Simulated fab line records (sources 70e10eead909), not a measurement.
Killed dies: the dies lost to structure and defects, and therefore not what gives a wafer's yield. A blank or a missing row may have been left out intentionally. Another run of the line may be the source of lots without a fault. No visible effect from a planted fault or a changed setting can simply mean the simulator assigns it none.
Chamber matching ; flow nand_harc ; cmp-04 running NHARC_A_STAIRCASE_CMP_472: 3 sister chambers
The step polishes SiO2. 3 wafers are shown with their chamber, then 5 later ones without.

EACH WAFER AND ITS CHAMBER
wafer;chamber;motor_current_A (A)
L103.4;1;10.3
L119.2;0;10.7
L119.4;3;11.0

WAFERS WHOSE CHAMBER IS MISSING
wafer;motor_current_A (A)
L121.1;9.8
L121.5;10.0
L122.1;10.5
L122.2;11.0
L122.3;10.8

WHICH CHAMBER EACH ONE RAN IN
wafer;from the rows above;in truth
L121.1;can't be placed: 1 or 0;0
L121.5;can't be placed: 1 or 0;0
L122.1;can't be placed: 0 or 1 or 3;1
L122.2;can't be placed: 3 or 0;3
L122.3;can't be placed: 0 or 3 or 1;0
Correctly placed: 0 of 5. Unplaceable from these rows: 5, with the true chamber sitting among the candidates in 5. 0 placed wrongly.
How it was worked out, from the rows above alone: a wafer's distance from a chamber is the root of the sum, over the readings, of the square of ((its reading less the chamber's mean) divided by the reading's scatter). The wafer belongs to the nearest chamber; if the next one is less than 2 further off, it can't be placed. The mean given for a chamber averages the wafers shown for that chamber. The scatter: root of mean squared gap, hidden wafer to nearest shown wafer, with one shown wafer a chamber.
